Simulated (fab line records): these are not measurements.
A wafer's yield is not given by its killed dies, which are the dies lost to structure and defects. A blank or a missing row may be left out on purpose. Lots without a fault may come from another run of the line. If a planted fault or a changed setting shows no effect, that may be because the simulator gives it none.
Chamber matching :: flow nand_harc :: NHARC_A_M0_DEP_32 on pecvd-02 has 3 sister chambers
The step deposits SiCN, target thk 30 nm. 6 wafers are shown with their chamber, then 11 later ones without.

== WAFERS WITH THEIR CHAMBER ==
wafer: L082.1
chamber: 1
heater_power_w (W): 519

wafer: L082.4
chamber: 2
heater_power_w (W): 661

wafer: L086.3
chamber: 2
heater_power_w (W): 624

wafer: L086.4
chamber: 1
heater_power_w (W): 531

wafer: L086.5
chamber: 0
heater_power_w (W): 797

wafer: L085.2
chamber: 0
heater_power_w (W): 746

== WAFERS WHOSE CHAMBER IS MISSING ==
wafer: L085.3
heater_power_w (W): 510

wafer: L085.6
heater_power_w (W): 776

wafer: L089.1
heater_power_w (W): 534

wafer: L089.2
heater_power_w (W): 761

wafer: L089.3
heater_power_w (W): 586

wafer: L093.1
heater_power_w (W): 738

wafer: L093.2
heater_power_w (W): 564

wafer: L093.4
heater_power_w (W): 570

wafer: L093.3
heater_power_w (W): 567

wafer: L093.5
heater_power_w (W): 578

wafer: L093.6
heater_power_w (W): 750

== WHICH CHAMBER EACH WENT THROUGH ==
wafer: L085.3
from the rows above: 1
in truth: 1

wafer: L085.6
from the rows above: 0
in truth: 0

wafer: L089.1
from the rows above: 1
in truth: 1

wafer: L089.2
from the rows above: 0
in truth: 0

wafer: L089.3
from the rows above: can't be placed: 2 or 1
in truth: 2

wafer: L093.1
from the rows above: 0
in truth: 0

wafer: L093.2
from the rows above: can't be placed: 1 or 2
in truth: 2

wafer: L093.4
from the rows above: can't be placed: 1 or 2
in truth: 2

wafer: L093.3
from the rows above: can't be placed: 1 or 2
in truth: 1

wafer: L093.5
from the rows above: can't be placed: 1 or 2
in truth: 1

wafer: L093.6
from the rows above: 0
in truth: 0
6 of 11 placed correctly. From these rows, 5 cannot be placed; in 5 the true chamber is one of the candidates. 0 placed wrongly.
How it was worked out, from the rows above alone: a wafer's distance from a chamber is the root of the sum, over the readings, of the square of ((its reading less the chamber's mean) divided by the reading's scatter). The wafer belongs to the nearest chamber; if the next one is less than 2 further off, it can't be placed. For every chamber, the mean is computed from those of its wafers that are shown. The scatter: take each reading less its chamber's mean, square it, sum over the shown wafers, divide by the number of wafers less the number of chambers, and take the root.
